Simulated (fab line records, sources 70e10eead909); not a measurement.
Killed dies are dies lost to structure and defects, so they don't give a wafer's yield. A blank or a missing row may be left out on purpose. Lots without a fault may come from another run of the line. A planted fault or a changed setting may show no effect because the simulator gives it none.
Which tool did it? | flow nand_harc | 6 lots, 18 wafers sampled, at 4 steps of a route of 1302

WHAT THE GAUGES READ, wafer by wafer
NHARC_END_SORT_01.
lot  | measured     | on        | killed_at_array
L583 | day 26 23:28 | prober-02 | 674 672 674
L594 | day 31 16:37 | prober-02 | 68 61 58
L599 | day 33 02:56 | prober-01 | 49 49 46

WHICH TOOL RAN EACH LOT (tool, then ch and the chambers of the sampled wafers, then the start)
lot  | NHARC_A_STAIRCASE_DEP_322       | NHARC_A_STAIRCASE_CMP_152     | NHARC_A_STAIRCASE_ETCHBACK_157
L577 | pecvd-02 ch 0,1, day 18 15:10   | cmp-01 ch 1,2,3, day 19 19:30 | rie_diel-06 ch 0,1,2, day 19 20:19
L580 | pecvd-01 ch 0,1,2, day 19 09:13 | cmp-01 ch 0,2,3, day 20 08:38 | rie_diel-11 ch 1,2,3, day 20 09:27
L583 | pecvd-03 ch 1,2, day 20 14:01   | cmp-02 ch 1,2, day 21 14:05   | rie_diel-11 ch 0,1, day 21 14:55
L594 | pecvd-03 ch 1,2, day 25 09:37   | cmp-03 ch 0,1,2, day 26 10:06 | rie_diel-06 ch 0,2,3, day 26 10:58
L597 | pecvd-03 ch 0,1,2, day 26 12:41 | cmp-03 ch 0,1,3, day 27 10:22 | rie_diel-06 ch 1,2,3, day 27 11:11
L599 | pecvd-02 ch 1,2, day 26 12:53   | cmp-01 ch 0,1, day 27 09:51   | rie_diel-11 ch 1,2,3, day 27 10:43
- NHARC_A_STAIRCASE_DEP_322: deposits SiO2, target thk 7200 nm.
- NHARC_A_STAIRCASE_CMP_152: polishes.
- NHARC_A_STAIRCASE_ETCHBACK_157: etches the open film in CH3F/O2, target depth 90 nm, time 167.14 s.

THE ANSWER, worked out from the rows above alone
Rule: what is usual is taken from the lots themselves. Put in order of their means at a reading, lots are off if they are a third of the lots or fewer, leave a main group of 4 or more, and stand apart from it by a gap of 3 or more times the standard deviation of the main group's means; of several such gaps the widest counts. A main group whose means are all the same, to the digits that the tables above print for the reading, isn't used. A lot without any number at a reading at which 4 lots or more have one is off too. The other lots that the step has rows for count as sound.
No lot is off at any reading shown: from this, nothing can be told.

WHAT THE SIMULATOR HAD PUT IN
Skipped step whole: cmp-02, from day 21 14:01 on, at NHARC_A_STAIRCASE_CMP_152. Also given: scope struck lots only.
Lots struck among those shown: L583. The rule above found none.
